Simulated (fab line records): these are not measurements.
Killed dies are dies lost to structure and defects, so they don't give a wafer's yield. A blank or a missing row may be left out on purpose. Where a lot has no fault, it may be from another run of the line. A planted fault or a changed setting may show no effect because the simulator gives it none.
Matching of chambers / flow nand harc / pecvd-02 running NHARC_P_M1_DEP_33: 3 sister chambers
The step deposits SiCN, target thk 30 nm. 6 wafers are shown with their chamber, then 8 later ones without.

WAFERS, EACH WITH ITS CHAMBER
wafer=L080.1; chamber=0; heater power w (W)=553; rf fwd power W (W)=449.6
wafer=L086.6; chamber=1; heater power w (W)=625; rf fwd power W (W)=448.6
wafer=L091.2; chamber=2; heater power w (W)=514; rf fwd power W (W)=449.0
wafer=L091.5; chamber=1; heater power w (W)=647; rf fwd power W (W)=449.8
wafer=L091.6; chamber=2; heater power w (W)=532; rf fwd power W (W)=450.0
wafer=L093.1; chamber=0; heater power w (W)=442; rf fwd power W (W)=448.0

WAFERS MISSING THEIR CHAMBER
wafer=L093.3; heater power w (W)=445; rf fwd power W (W)=447.9
wafer=L093.6; heater power w (W)=594; rf fwd power W (W)=448.4
wafer=L095.1; heater power w (W)=449; rf fwd power W (W)=450.3
wafer=L095.2; heater power w (W)=608; rf fwd power W (W)=448.6
wafer=L095.3; heater power w (W)=647; rf fwd power W (W)=445.5
wafer=L096.3; heater power w (W)=485; rf fwd power W (W)=449.0
wafer=L096.4; heater power w (W)=535; rf fwd power W (W)=449.1
wafer=L096.5; heater power w (W)=488; rf fwd power W (W)=446.9

WHICH CHAMBER EACH WENT THROUGH
wafer=L093.3; from the rows above=can't be placed: 0 or 2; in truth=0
wafer=L093.6; from the rows above=can't be placed: 1 or 2 or 0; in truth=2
wafer=L095.1; from the rows above=can't be placed: 2 or 0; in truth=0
wafer=L095.2; from the rows above=can't be placed: 1 or 2 or 0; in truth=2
wafer=L095.3; from the rows above=can't be placed: 1 or 0 or 2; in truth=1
wafer=L096.3; from the rows above=can't be placed: 0 or 2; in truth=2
wafer=L096.4; from the rows above=can't be placed: 2 or 0 or 1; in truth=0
wafer=L096.5; from the rows above=can't be placed: 0 or 2 or 1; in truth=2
0 of 8 placed correctly. These rows do not allow placing 8 (true chamber among the candidates in 8). 0 placed wrongly.
How it was worked out, from the rows above alone: a wafer's distance from a chamber is the root of the sum, over the readings, of the square of ((its reading less the chamber's mean) divided by the reading's scatter). If the next closest chamber is less than 2 further off than the closest, the wafer can't be placed; otherwise it belongs to the closest. For every chamber, the mean is computed from those of its wafers that are shown. The scatter: the root of (the sum of the squares of (reading less its chamber's mean) over the shown wafers, divided by (wafers less chambers)).
